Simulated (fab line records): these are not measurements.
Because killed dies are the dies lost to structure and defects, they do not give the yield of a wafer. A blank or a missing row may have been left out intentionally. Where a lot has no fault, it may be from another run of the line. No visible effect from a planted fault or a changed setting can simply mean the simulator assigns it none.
Which tool did it? || flow nand harc || 6 lots with 18 wafers sampled at 5 steps, on a route of 1302 steps

## WHAT EACH GAUGE READ, for each wafer
NHARC_END_SORT_01.
{"lot": "L571", "measured": "day 30 23:26", "on": "prober-02", "killed at array": "673 669 674"}

## TOOL THAT RAN EACH LOT (tool first, then ch and the chambers of the sampled wafers, then the start)
{"lot": "L556", "NHARC_A_CONTACT_ETCH_77": "rie diel-13 ch 0,2, day 22 14:22 or earlier", "NHARC_A_CONTACT_ETCH_129": "har cap etch-01 ch 0,1, day 22 14:22", "NHARC_A_CONTACT_ETCH_131": "har cap etch-01 ch 0,1, day 22 14:43", "NHARC_A_CONTACT_ETCH_132": "har cap etch-01 ch 0,1, day 22 14:53"}
{"lot": "L563", "NHARC_A_CONTACT_ETCH_77": "rie diel-13 ch 0,2,3, day 25 04:25 or earlier", "NHARC_A_CONTACT_ETCH_129": "har cap etch-02 ch 0,1, day 25 04:25", "NHARC_A_CONTACT_ETCH_131": "har cap etch-02 ch 0,1, day 25 04:46", "NHARC_A_CONTACT_ETCH_132": "har cap etch-02 ch 0,1, day 25 04:57"}
{"lot": "L567", "NHARC_A_CONTACT_ETCH_77": "rie diel-08 ch 0,2,3, day 27 10:16 or earlier", "NHARC_A_CONTACT_ETCH_129": "har cap etch-01 ch 0,1, day 27 10:16", "NHARC_A_CONTACT_ETCH_131": "har cap etch-01 ch 0,1, day 27 10:37", "NHARC_A_CONTACT_ETCH_132": "har cap etch-01 ch 0,1, day 27 10:48"}
{"lot": "L571", "NHARC_A_CONTACT_ETCH_77": "rie diel-08 ch 1,3, day 28 13:03 or earlier", "NHARC_A_CONTACT_ETCH_129": "har cap etch-03 ch 0, day 28 13:03", "NHARC_A_CONTACT_ETCH_131": "har cap etch-03 ch 0, day 28 13:24", "NHARC_A_CONTACT_ETCH_132": "har cap etch-03 ch 0, day 28 13:35"}
{"lot": "L573", "NHARC_A_CONTACT_ETCH_77": "rie diel-04 ch 0,1, day 29 20:57 or earlier", "NHARC_A_CONTACT_ETCH_129": "har cap etch-02 ch 0,1, day 29 20:57", "NHARC_A_CONTACT_ETCH_131": "har cap etch-02 ch 0,1, day 29 21:18", "NHARC_A_CONTACT_ETCH_132": "har cap etch-02 ch 0,1, day 29 21:29"}
{"lot": "L576", "NHARC_A_CONTACT_ETCH_77": "rie diel-04 ch 2,3, day 31 15:50 or earlier", "NHARC_A_CONTACT_ETCH_129": "har cap etch-02 ch 0,1, day 31 15:50", "NHARC_A_CONTACT_ETCH_131": "har cap etch-02 ch 0,1, day 31 16:12", "NHARC_A_CONTACT_ETCH_132": "har cap etch-02 ch 0,1, day 31 16:23"}
- NHARC_A_CONTACT_ETCH_77: etches the open film in CF4/CHF3, target depth 108.9 nm, time 54.5 s.
- NHARC_A_CONTACT_ETCH_129: etches the open film in C4F8/O2/Ar, time 197 s, target depth 1918 nm.
- NHARC_A_CONTACT_ETCH_131: etches the open film in C4F8/O2/Ar, time 197 s, target depth 1918 nm.
- NHARC_A_CONTACT_ETCH_132: etches the open film in C4F8/O2/Ar, time 197 s, target depth 1924 nm.

## THE ANSWER, worked out from the rows above alone
Rule: the usual values come from the lots themselves. Put in order of their means at a reading, lots are off if they are a third of the lots or fewer, leave a main group of 4 or more, and stand apart from it by a gap of 3 or more times the standard deviation of the main group's means; of several such gaps the widest counts. If all means in a main group match to the digits the tables above print for the reading, that group is not used. A lot without any number at a reading at which 4 lots or more have one is off too. All remaining lots with rows at the step are treated as sound.
No lot is off on any of the readings shown, so nothing can be concluded from this.

## WHAT WAS PUT IN BY THE SIMULATOR
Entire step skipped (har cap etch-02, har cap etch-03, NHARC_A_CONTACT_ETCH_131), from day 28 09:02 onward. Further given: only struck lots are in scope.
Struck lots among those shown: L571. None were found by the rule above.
